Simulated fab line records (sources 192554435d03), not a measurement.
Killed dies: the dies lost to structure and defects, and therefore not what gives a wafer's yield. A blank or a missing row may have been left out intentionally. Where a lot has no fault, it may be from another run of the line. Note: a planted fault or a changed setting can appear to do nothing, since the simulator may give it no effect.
fab line records	flow n5-finfet
record: lots: 9	wafers: 24	last-day: 18
route steps=1938 shown BEOL_M12@1635 BEOL_M13@1659 PASSIVATION@1936
lots that met no fault: taken from a fault-free run of the same line
start-h: hours from the record's opening day to when the first of the lot's shown wafers began	wait-h: hours elapsed since this lot's preceding step	" the same as in the row above	L1.1+2: one row covering several wafers at once	- either no value or no given start	* or withheld: withheld	< > ~ a bound
route shown NAME@n: names a module that has steps shown in the file, with the first one's number in the route	usual: average and standard deviation across the fault-free wafers	same: alike in all rows	chamber/n: place in a boat	sites: readings site by site	_std_site: standard deviation across them	_edge_site: the outer-site mean with the inner-site mean subtracted	radius-mm: how far each site lies from the wafer's centre	mask NAME#n: copy n	behind: the last tool/chamber to shape the wafer	hold: why the lot was held/for how many hours/how that ended	device: names the non-switching transistor (n, p or np)	end of line: tests of these same wafers at the route's end	a step given without rows: its recipe and nothing more	killed: the dies lost at the first sort to structure and to defects; this is not the yield of the wafer	map: the dies of a wafer, with x for killed, . for not killed, _ for no die there
set.NAME: the setting as run; set.NAME@STEP: as run at that earlier step	model.NAME: the simulator's own value behind a step, which no gauge read
route steps across a sampled set of lots; one table per step, one row per wafer
services: the hour from which a tool's chamber was out of use, counted from the record's first day as start-h (under 0 if before that day), plus the number of hours and why
== steps ==
step: N5_BEOL_M12_DESCUM_33
recipe: chemistry: O2	time-s: 7.9	source-power-w: 50	bias-power-w: 20	pressure-mtorr: 20	rf-frequency-hz: 2.712e+07	temp-c: 40	o2-flow-sccm: 225
usual: drypump-motor-current-A: 5.7/0.37	oes-product-au: 0.83/0.085	rf-vpp-V: 243.0/1.6	showerhead-plenum-p-Torr: 2.09/0.098	temp-c: 40.00/0.11	throttle-valve-pct: 20.25/0.2
lot.wafer	tool	chamber	start-h	wait-h	drypump-motor-current-A	oes-product-au	rf-hours-counter-h	rf-vpp-V	showerhead-plenum-p-Torr	temp-c	throttle-valve-pct
L545.1	rie-diel-05	0	276.20	0.2	5.1	0.88	43	245.4	2.13	40.09	19.89
L545.2	"	2	"	"	5.4	0.73	206	239.5	1.89	40.04	20.31
L545.3	"	1	"	"	6.2	0.73	192	242.2	2.16	40.02	20.52
L548.1	rie-diel-05	3	285.84	0.0	5.6	0.85	53	241.6	2.01	40.03	20.35
L548.3	"	1	"	"	6.2	0.72	195	244.9	2.15	40.04	20.52
L548.6	"	3	"	"	5.6	0.86	-	243.0	2.01	39.92	20.32
L549.1	rie-diel-04	0	292.03	0.8	5.6	0.82	96	242.9	2.21	40.00	20.53
L549.2	"	3	"	"	6.1	0.88	57	242.9	2.03	39.98	20.02
L549.5	"	3	"	"	6.0	0.87	-	241.2	2.03	39.89	20.02
L553.3	rie-diel-02	2	307.01	0.0	5.6	0.87	33	242.3	2.03	39.97	20.17
L553.4	"	1	"	"	5.9	0.84	-	243.7	2.16	40.11	20.37
L550.4	rie-diel-02	1	307.75	0.0	5.9	0.83	-	243.7	2.16	39.90	20.37
L550.5	"	2	"	"	5.6	0.88	-	242.7	2.03	40.13	20.17
L550.6	"	0	"	"	6.1	0.92	-	246.0	2.25	39.92	20.08
L554.3	rie-diel-05	0	317.53	0.0	5.1	0.87	51	244.1	2.13	39.93	19.91
L554.4	"	1	"	"	6.1	0.73	201	244.8	2.15	40.01	20.53
L556.3	rie-diel-02	1	334.30	0.0	5.9	0.82	73	243.8	2.16	39.98	20.41
L556.4	"	0	"	"	6.1	0.92	19	244.2	2.25	40.12	20.07
L560.3	rie-diel-04	3	371.52	0.0	6.0	0.84	78	241.0	2.02	39.92	20.05
L560.5	"	0	"	"	5.6	0.78	-	243.5	2.20	39.95	20.59
L560.6	"	3	"	"	6.1	0.84	-	242.9	2.02	39.99	20.06
L561.2	rie-diel-02	3	371.98	0.0	6.6	0.92	20	241.7	2.05	40.10	20.00
L561.3	"	1	"	"	5.9	0.80	86	242.5	2.15	39.89	20.42
L561.5	"	2	"	"	5.6	0.83	-	241.5	2.03	39.81	20.21
step: N5_BEOL_M12_STRIP_37
recipe: chemistry: N2/H2	power-w: 1000	temp-c: 250	h2-frac: 0.65	overash-fraction: 0.3	pressure-mtorr: withheld	n2-flow-sccm: 1750	h2-flow-sccm: 3250
usual: drypump-motor-current-A: 5.54/0.17	h2-flow-sccm: 3249/11	heater-power-w: 342/27	oes-product-au: 0.791/0.01	temp-c: 250.02/0.22
lot.wafer	tool	chamber	start-h	wait-h	drypump-motor-current-A	h2-flow-sccm	heater-power-w	oes-product-au	rf-hours-counter-h	temp-c
L545.1	plasma-asher-02	0	276.76	0.0	5.69	3255	332	0.811	125	250.04
L545.2	"	1	"	"	5.57	3247	347	0.802	125	249.73
L545.3	"	0	"	"	5.68	3241	332	0.814	-	249.75
L548.1	plasma-asher-02	1	286.39	0.0	5.54	3270	354	0.780	127	250.26
L548.3	"	0	"	"	5.68	3242	337	0.791	-	249.85
L548.6	"	1	"	"	5.57	3263	347	0.799	-	249.87
L549.1	plasma-asher-01	0	292.58	0.0	5.29	3270	377	0.803	80	250.28
L549.2	"	1	"	"	5.70	3261	313	0.785	80	249.93
L549.5	"	1	"	"	5.71	3256	304	0.788	-	249.92
L553.3	plasma-asher-01	0	307.58	0.1	5.29	3245	380	0.796	-	250.23
L553.4	"	1	"	"	5.72	3261	303	0.802	-	250.16
L550.4	plasma-asher-02	1	308.31	0.1	5.57	3255	358	0.796	-	249.77
L550.5	"	1	"	"	5.58	3261	348	0.800	-	249.87
L550.6	"	0	"	"	5.67	3228	333	0.789	-	249.72
L554.3	plasma-asher-01	0	318.11	0.1	5.31	3254	373	0.796	-	249.83
L554.4	"	1	"	"	5.71	3256	305	0.803	-	249.91
L556.3	plasma-asher-01	1	334.88	0.1	5.70	3260	310	0.779	-	249.64
L556.4	"	0	"	"	5.30	3254	383	0.792	-	250.38
L560.3	plasma-asher-02	0	372.09	0.1	5.64	3264	338	0.791	-	250.01
L560.5	"	0	"	"	5.67	3258	329	0.771	-	249.98
L560.6	"	1	"	"	5.56	3246	345	0.775	-	250.24
L561.2	plasma-asher-01	0	372.53	0.0	5.32	3236	378	0.812	96	249.73
L561.3	"	0	"	"	5.29	3234	374	0.789	-	249.91
L561.5	"	0	"	"	5.29	3242	380	0.792	-	250.07
step: N5_BEOL_M12_CMP_49
recipe: stop-on: SiOC	t-overpolish-s: 20.6	down-force-psi: 1	platen-rpm: 50	clearing-platen-down-force-psi: 1.5	clearing-platen-rpm: 50	post-cmp-clean: cu-alkaline	target-thk-nm: 320	clearing-platen-pad-velocity-m-s: 0.99484	pad-velocity-m-s: 0.99484
usual: barrier-field-endpoint-s: 30.1/0.94	motor-current-A: 6.2/0.6	overpolish-run-s: 20.599/0.0087	slurry-flow-ml-min: 150.0/0.44
lot.wafer	tool	chamber	start-h	wait-h	barrier-field-endpoint-s	motor-current-A	overpolish-run-s	slurry-flow-ml-min
L545.3	cmp-01	1	281.21	0.3	29.1	5.3	20.584	150.5
L545.1	"	2	"	"	28.7	5.5	20.594	150.9
L545.2	"	3	"	"	30.7	6.2	20.583	150.3
L548.3	cmp-01	3	289.04	0.3	29.7	6.5	20.613	150.4
L548.1	"	0	"	"	31.6	7.0	20.594	150.4
L548.6	"	3	"	"	29.9	6.7	20.607	149.7
L549.2	cmp-01	1	295.68	0.5	28.9	5.2	20.607	150.7
L549.1	"	2	"	"	28.7	5.5	20.604	149.6
L549.5	"	0	"	"	30.8	6.8	20.593	149.8
L553.4	cmp-04	2	311.17	0.1	30.1	6.0	20.606	150.5
L553.3	"	0	"	"	30.0	6.6	20.613	149.7
L550.4	cmp-04	2	315.16	0.1	29.4	5.8	20.594	149.4
L550.6	"	2	"	"	30.0	5.8	20.593	150.0
L550.5	"	3	"	"	28.3	5.9	20.606	149.7
L554.4	cmp-03	2	324.46	0.2	29.9	7.6	20.610	150.5
L554.3	"	0	"	"	29.3	6.4	20.603	149.7
L556.4	cmp-01	1	339.50	0.1	28.7	5.3	20.594	150.6
L556.3	"	3	"	"	30.7	6.9	20.598	150.4
L560.3	cmp-03	3	375.33	0.2	29.4	6.1	20.602	150.3
L560.5	"	3	"	"	29.2	6.3	20.591	149.7
L560.6	"	0	"	"	29.1	6.1	20.609	149.8
L561.3	cmp-01	3	375.53	0.2	29.8	6.9	20.604	149.6
L561.2	"	0	"	"	31.5	6.9	20.607	150.8
L561.5	"	2	"	"	29.3	5.3	20.592	149.9
step: N5_BEOL_M13_ILD_DEP_00
recipe: material: SiOC	target-thk-a: 8379.2	temp-c: 350	precursor: DEMS/O2	pressure-torr: 5	rf-w: 500	time-s: 166.4
usual: heater-power-w: 516/110	run-length-s: 211.4/0.46	showerhead-plenum-p-Torr: 5.701/0.011	throttle-valve-pct: 11.6/0.42
lot.wafer	tool	chamber	start-h	wait-h	heater-power-w	run-length-s	showerhead-plenum-p-Torr	since-wet-clean-h	throttle-valve-pct
L545.1	pecvd-01	2	281.70	0.0	462	211.9	5.701	413	11.2
L545.2	"	1	"	"	545	211.0	5.712	1892	12.5
L545.3	"	0	"	"	664	211.3	5.694	1167	11.3
L548.1	pecvd-01	0	289.49	0.0	614	211.3	5.702	1175	11.3
L548.3	"	1	"	"	510	211.2	5.703	1900	12.3
L548.6	"	0	"	"	668	211.7	5.692	-	11.5
L549.1	pecvd-01	0	296.12	0.0	679	211.5	5.696	1181	11.4
L549.2	"	2	"	"	445	211.7	5.703	427	11.5
L549.5	"	2	"	"	460	211.8	5.683	-	11.3
L553.3	pecvd-01	2	311.65	0.0	446	202.9	5.696	443	11.5
L553.4	"	2	"	"	479	212.2	5.706	-	11.4
L550.4	pecvd-02	0	315.70	0.1	572	211.0	5.697	-	11.9
L550.5	"	1	"	"	363	211.7	5.706	-	11.5
L550.6	"	0	"	"	590	211.1	5.707	-	11.9
L554.3	pecvd-01	2	324.93	0.0	441	202.9	5.694	456	11.5
L554.4	"	0	"	"	685	211.7	5.687	-	11.6
L556.3	pecvd-01	2	339.98	0.0	402	203.0	5.697	471	11.4
L556.4	"	1	"	"	585	210.9	5.687	-	12.2
L560.3	pecvd-02	2	375.81	0.0	504	211.4	5.687	326	11.3
L560.5	"	0	"	"	620	210.8	5.700	-	12.1
L560.6	"	2	"	"	546	211.2	5.700	-	11.3
L561.2	pecvd-02	1	375.97	0.0	340	212.0	5.701	1805	11.3
L561.3	"	2	"	"	514	211.2	5.695	326	11.2
L561.5	"	0	"	"	623	211.2	5.698	-	12.2
step: N5_BEOL_M13_THK_MEAS_01
recipe: reads: SiOC_of_BEOL_M13_ILD_DEP_00
usual: M13_ILD_THK: 832/12
lot.wafer	tool	chamber	start-h	wait-h	M13_ILD_THK[nm]
L545.1	film-metro-01	-	281.85	0.1	813
L545.2	"	-	"	"	820
L545.3	"	-	"	"	818
L548.1	film-metro-01	-	289.64	0.1	828
L548.3	"	-	"	"	820
L548.6	"	-	"	"	834
L549.1	film-metro-02	-	296.27	0.1	832
L549.2	"	-	"	"	830
L549.5	"	-	"	"	843
L553.3	film-metro-02	-	311.80	0.1	786
L553.4	"	-	"	"	849
L550.4	film-metro-01	-	315.85	0.1	846
L550.5	"	-	"	"	834
L550.6	"	-	"	"	850
L554.3	film-metro-02	-	325.09	0.1	786
L554.4	"	-	"	"	836
L556.3	film-metro-02	-	340.14	0.1	787
L556.4	"	-	"	"	828
L560.3	film-metro-01	-	375.96	0.1	809
L560.5	"	-	"	"	838
L560.6	"	-	"	"	821
L561.2	film-metro-02	-	376.13	0.1	825
L561.3	"	-	"	"	813
L561.5	"	-	"	"	846
step: N5_BEOL_M13_STRIP_63
recipe: chemistry: N2/H2	power-w: 1000	temp-c: 250	h2-frac: 0.65	overash-fraction: 0.3	pressure-mtorr: 1000	n2-flow-sccm: 1750	h2-flow-sccm: 3250
usual: drypump-motor-current-A: 5.53/0.18	h2-flow-sccm: 3250/9.1	heater-power-w: 341/29	oes-product-au: 0.675/0.0049	strip-time-to-endpoint-s: 28.2/1.2	temp-c: 249.99/0.19
lot.wafer	tool	chamber	start-h	wait-h	drypump-motor-current-A	h2-flow-sccm	heater-power-w	oes-product-au	rf-hours-counter-h	strip-time-to-endpoint-s	temp-c
L545.1	plasma-asher-01	1	282.69	-	5.71	3266	307	0.684	78	30.0	250.05
L545.2	"	0	"	"	5.25	3251	382	0.673	78	28.8	250.21
L545.3	"	1	"	"	5.70	3255	308	0.676	-	29.3	249.89
L548.1	plasma-asher-02	0	290.48	-	5.66	3257	333	0.673	128	27.3	249.91
L548.3	"	0	"	"	5.64	3247	339	0.672	-	28.1	249.90
L548.6	"	1	"	"	5.54	3248	351	0.672	-	27.2	250.05
L549.1	plasma-asher-01	0	297.02	-	5.26	3261	369	0.676	81	28.3	249.96
L549.2	"	1	"	"	5.70	3252	303	0.673	81	28.6	249.84
L549.5	"	1	"	"	5.71	3251	298	0.673	-	28.3	249.67
L553.3	plasma-asher-01	1	312.54	-	5.71	3255	308	0.683	-	31.4	250.03
L553.4	"	0	"	"	5.28	3234	380	0.670	-	25.7	249.77
L550.4	plasma-asher-01	1	316.71	-	5.68	3248	305	0.675	-	27.4	250.03
L550.5	"	1	"	"	5.68	3263	306	0.673	-	27.9	250.16
L550.6	"	0	"	"	5.27	3277	383	0.669	-	26.9	249.89
L554.3	plasma-asher-02	1	326.17	-	5.56	3258	355	0.673	-	32.0	250.11
L554.4	"	0	"	"	5.69	3254	340	0.668	-	27.1	249.98
L556.3	plasma-asher-01	1	340.87	-	5.69	3241	309	0.680	-	32.4	250.06
L556.4	"	0	"	"	5.30	3242	383	0.677	-	29.7	249.90
L560.3	plasma-asher-02	0	376.82	-	5.64	3260	329	0.680	-	30.8	250.30
L560.5	"	1	"	"	5.56	3253	344	0.685	-	28.7	250.15
L560.6	"	0	"	"	5.67	3245	328	0.681	-	29.0	249.95
L561.2	plasma-asher-01	1	376.84	-	5.70	3249	313	0.680	96	29.6	249.93
L561.3	"	1	"	"	5.70	3230	300	0.677	-	30.0	250.22
L561.5	"	1	"	"	5.71	3240	307	0.672	-	27.5	250.18
step: N5_PASSIVATION_PROBE_49
usual: defect-limited-yield: 91.2/1.6	killed_at_M0_to_M3: 34/11	killed_at_M4_up: 13/5.2	killed-at-contacts: 13/6.3	killed-at-front-end: 40/14	killed-at-other: 3.2/2.4	killed-dies: 104/19	killed-open: 69/14	killed-short: 32/7.5	sort_bin_5_function: 5.3/1.1	sort_bin_6_memory: 3.2/0.73	sort_bin_8_speed: 0.01/0.038	sort-n-pass: 1076/19	sort-yield-pct: 91.2/1.6
same: gross-dies: 1180	killed-at-back-side: 0	sort_bin_4_leakage[%]: 0
lot.wafer	tool	chamber	start-h	wait-h	defect-limited-yield[%]	killed_at_M0_to_M3	killed_at_M4_up	killed-at-contacts	killed-at-front-end	killed-at-other	killed-dies	killed-open	killed-short	sort_bin_5_function[%]	sort_bin_6_memory[%]	sort_bin_8_speed[%]	sort-n-pass	sort-yield-pct[%]
L553.3	prober-02	-	347.50	0.1	89.2	62	12	3	44	6	127	80	42	6.1	4.0	0	1053	89.2
L556.3	prober-01	-	369.46	0.1	91.4	28	17	16	39	2	102	62	37	5.3	3.1	0	1078	91.4
L556.4	prober-01	-	369.51	0.2	91.4	40	23	15	24	0	102	67	29	5.0	3.1	0	1078	91.4
killed by level:class
L553.3 BEOL_M0_SAQP:geometric-particle:short=21 BEOL_M0_SAQP:geometric-particle:open=19 FIN_SAQP:geometric-particle:open=10 STI_FIN_REVEAL:geometric-particle:open=10 BEOL_M4:geometric-particle:open=9 BEOL_M2:geometric-particle:open=8 FIN_SAQP:geometric-particle:short=5 BEOL_M1:geometric-particle:open=4
L556.3 MOL_CONTACT_COAG:geometric-particle:open=12 BEOL_M4:geometric-particle:open=8 FIN_SAQP:geometric-particle:short=7 GATE_CUT:geometric-particle:short=7 DUMMY_GATE:geometric-particle:open=6 BEOL_M1:geometric-particle:open=6 BEOL_M5:geometric-particle:open=6 STI_FIN_REVEAL:geometric-particle:open=5
L556.4 BEOL_M2:geometric-particle:open=12 BEOL_M4:geometric-particle:open=11 MOL_CONTACT_COAG:geometric-particle:short=8 BEOL_M3:geometric-particle:open=8 FIN_SAQP:geometric-particle:open=6 MOL_CONTACT_COAG:geometric-particle:open=5 BEOL_M0_SAQP:geometric-particle:open=5 FIN_SAQP:geometric-particle:short=4
== services ==
tool	chamber	start-h	hours	kind
plasma-asher-02	-	253.43	0.5	repair
cmp-04	-	254.72	11.9	pm
cmp-01	-	267.77	4.0	pm
cmp-01	-	271.77	-	consumable-replace:conditioner
cmp-01	-	271.77	-	consumable-replace:pad
cmp-03	-	273.50	26.7	repair
rie-diel-02	0	277.44	-	clean
rie-diel-02	0	277.44	-	consumable-replace:focus-ring
rie-diel-02	0	277.44	-	consumable-replace:showerhead
rie-diel-02	0	277.44	14.1	scheduled-down
rie-diel-02	0	277.44	14.1	vent-cycle
rie-diel-05	-	291.28	14.6	pm
cmp-04	-	301.98	4.0	pm
cmp-03	-	302.15	15.6	pm
rie-diel-04	3	317.19	18.4	repair
cmp-01	-	324.78	0.4	repair
cmp-03	-	326.82	6.2	pm
plasma-asher-02	-	327.49	2.1	repair
rie-diel-02	2	328.01	2.4	repair
rie-diel-04	3	352.07	12.2	repair
cmp-03	-	354.59	0.9	repair
cmp-04	-	358.00	2.3	repair
pecvd-01	2	358.04	2.1	scheduled-down
pecvd-02	-	367.17	0.8	pm
== key ==
first-sign: step: N5_BEOL_M13_ILD_DEP_00	reading: run-length-s	direction: down	sigmas: 18	usual: *	struck: *
effect: step: N5_BEOL_M13_THK_MEAS_01	reading: M13_ILD_THK	direction: down	sigmas: 3.9	usual: 832	struck: 786
effect: step: N5_BEOL_M13_STRIP_63	reading: strip-time-to-endpoint-s	direction: up	sigmas: 3	usual: *	struck: *
met-at N5_BEOL_M13_ILD_DEP_00
struck-lots L553,L554,L556
struck-wafers L553.3,L554.3,L556.3
not-acting-at N5_BEOL_M12_DESCUM_33,N5_BEOL_M12_STRIP_37,N5_BEOL_M12_CMP_49
onset-between 296.12 311.65
fault: kind: process-parameter-drift	tool: pecvd-01	chamber: -	onset-h: 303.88	steps: N5_BEOL_M13_ILD_DEP_00	channel: time-s	offset: *	shape: step	end-h: 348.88	scope: struck-wafers-only	acts-in: *	stated: *
